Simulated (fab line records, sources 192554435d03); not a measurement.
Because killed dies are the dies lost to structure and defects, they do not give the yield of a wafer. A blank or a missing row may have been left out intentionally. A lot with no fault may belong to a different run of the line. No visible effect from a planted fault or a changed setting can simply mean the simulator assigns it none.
Split-lot experiment + flow n5_finfet + route with 1938 steps; 7 lots, 21 wafers read

## THE SPLIT
At N5_BEOL_M0_SAQP_SPACER2_ALD_26 (deposits SiO2, target thk 15 nm, pulse time 1 s, purge time 2 s), the setting target_thk_a was moved away from the recipe's 150 angstrom on 7 of the 21 wafers read, by -5.9% to +7.7%. This setting was run at the recipe's value on the other wafers.

## THE PATH FROM SPLIT TO READING: the file shows 1 step between them
- N5_BEOL_M0_SAQP_SPACER2_ETCHBACK_27: etches SiO2 in CHF3/O2, target depth 22.5 nm, time 11.25 s

## THE READING
BEOL_M0_SAQP.cd_nm (the simulator's own value, which no gauge read), in nm, at N5_BEOL_M0_SAQP_MANDREL2_REMOVE_110 (chemistry HBr/Cl2/O2, target a-Si, stops on SiCN, bt time 10 s). The file gives no usual value for it. The 14 wafers here that ran the recipe average 15.1 nm, standard deviation 0.12 nm.

| wafer  | tool, chamber at the split | target_thk_a as run, angstrom | against the recipe | BEOL_M0_SAQP.cd_nm, nm | against lot-mates on the recipe |
|--------|----------------------------|-------------------------------|--------------------|------------------------|---------------------------------|
| L078.2 | ald_sin-02, 0,3,2          | 150                           | recipe             | 15                     | -                               |
| L078.5 | ald_sin-02, 0,3,2          | 150                           | recipe             | 15.2                   | -                               |
| L078.6 | ald_sin-02, 0,3,2          | 150                           | recipe             | 15.2                   | -                               |
| L081.1 | ald_sin-02, 1,0            | 150                           | recipe             | 15.2                   | -                               |
| L081.4 | ald_sin-02, 1,0            | 150                           | recipe             | 15.2                   | -                               |
| L081.5 | ald_sin-02, 3              | 150                           | recipe             | 15                     | -                               |
| L083.1 | ald_sin-04, 0,3            | 150                           | recipe             | 15                     | -                               |
| L083.3 | ald_sin-04, 0,3            | 150                           | recipe             | 15                     | -                               |
| L083.2 | ald_sin-04, 2              | 143.7                         | -4.2%              | 14.6                   | -0.4                            |
| L088.4 | ald_sin-03, 1,0            | 150                           | recipe             | 15                     | -                               |
| L088.6 | ald_sin-03, 1,0            | 150                           | recipe             | 15                     | -                               |
| L088.5 | ald_sin-03, 1              | 141.2                         | -5.9%              | 13.8                   | -1.2                            |
| L089.2 | ald_sin-02, 1              | 150                           | recipe             | 15.2                   | -                               |
| L089.3 | ald_sin-02, 3,2            | 156.5                         | +4.3%              | 15.8                   | +0.6                            |
| L089.5 | ald_sin-02, 3,2            | 156.5                         | +4.3%              | 15.8                   | +0.6                            |
| L090.1 | ald_sin-03, 1,3            | 161.6                         | +7.7%              | 16                     | +1.0                            |
| L090.2 | ald_sin-03, 0              | 150                           | recipe             | 15                     | -                               |
| L090.4 | ald_sin-03, 1,3            | 161.6                         | +7.7%              | 16.4                   | +1.4                            |
| L093.1 | ald_sin-03, 2,0            | 150                           | recipe             | 14.8                   | -                               |
| L093.2 | ald_sin-03, 1              | 142.2                         | -5.2%              | 14.2                   | -0.7                            |
| L093.6 | ald_sin-03, 2,0            | 150                           | recipe             | 15                     | -                               |
Where a row lists several chambers, the file gives one row for several wafers and doesn't say which wafer went through which chamber.

THE FIT
A straight line over all 21 wafers: BEOL_M0_SAQP.cd_nm changes by +0.161 nm for each +1% of target_thk_a; r = +0.97; the points scatter about the line by 0.15 nm.
The same after taking each lot's own level away (the mean of its wafers on the recipe; 21 wafers): +0.153 nm for each +1%; r = +0.97; scatter 0.13 nm.
According to that fit, moving target_thk_a by its largest amount changes the reading by 1.2 nm.
Across the lots, their own levels run from 14.90 to 15.20 nm, a range of 2.5 times the standard deviation given above.
The two slopes agree, so the slope changes little with the lot-to-lot level.
Check: for one of the wafers moved furthest among these (+7.7%), held out of the fit, the line's prediction against its lot-mates is +1.25 nm. It came out at +1 nm against them.

## OTHER SPLITS ON THESE WAFERS
Other splits were also applied to these wafers ahead of the reading. Each is held against what the fit with the lots' levels taken away leaves over:
| other split on the same wafers           | wafers away from the commonest value | r with BEOL_M0_SAQP.cd_nm (lot level and that fit taken away) |
|------------------------------------------|--------------------------------------|---------------------------------------------------------------|
| N5_SD_EPI_P_COAT_35 spin_rpm             | 6                                    | -0.40                                                         |
| N5_HKMG_FIN_ETCH_35 bias_w               | 8                                    | +0.18                                                         |
| N5_GATE_CUT_ALD_22 ald_cycles            | 5                                    | +0.09                                                         |
| N5_MOL_CONTACT_COAG_PECVD_31 temp_c      | 2                                    | +0.16                                                         |
| N5_MOL_CONTACT_COAG_EXPOSE_81 dose_mj    | 6                                    | -0.43                                                         |
| N5_MOL_CONTACT_COAG_CVD_140 target_thk_a | 4                                    | -0.30                                                         |

## THE WHOLE CHAIN: every reading that the file lists as answering this split, in the file's order
| step                                | what it does                                                    | reading                                                                                     | change (the file's fit)               | r (the file's) |
|-------------------------------------|-----------------------------------------------------------------|---------------------------------------------------------------------------------------------|---------------------------------------|----------------|
| N5_BEOL_M0_SAQP_SPACER2_ALD_26      | deposits SiO2, target thk 15 nm, pulse time 1 s, purge time 2 s | SiO2_of_BEOL_M0_SAQP_SPACER2_ALD_26.thk_nm (the simulator's own value, which no gauge read) | +0.148 nm for each +1% of the setting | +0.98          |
| N5_BEOL_M0_SAQP_MANDREL2_REMOVE_110 | chemistry HBr/Cl2/O2, target a-Si, stops on SiCN, bt time 10 s  | BEOL_M0_SAQP.cd_nm (the simulator's own value, which no gauge read)                         | +0.154 nm for each +1% of the setting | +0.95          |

## FILE'S OWN FIT
BEOL_M0_SAQP.cd_nm changes by +0.154 nm for each +1% of target_thk_a, r = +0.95.
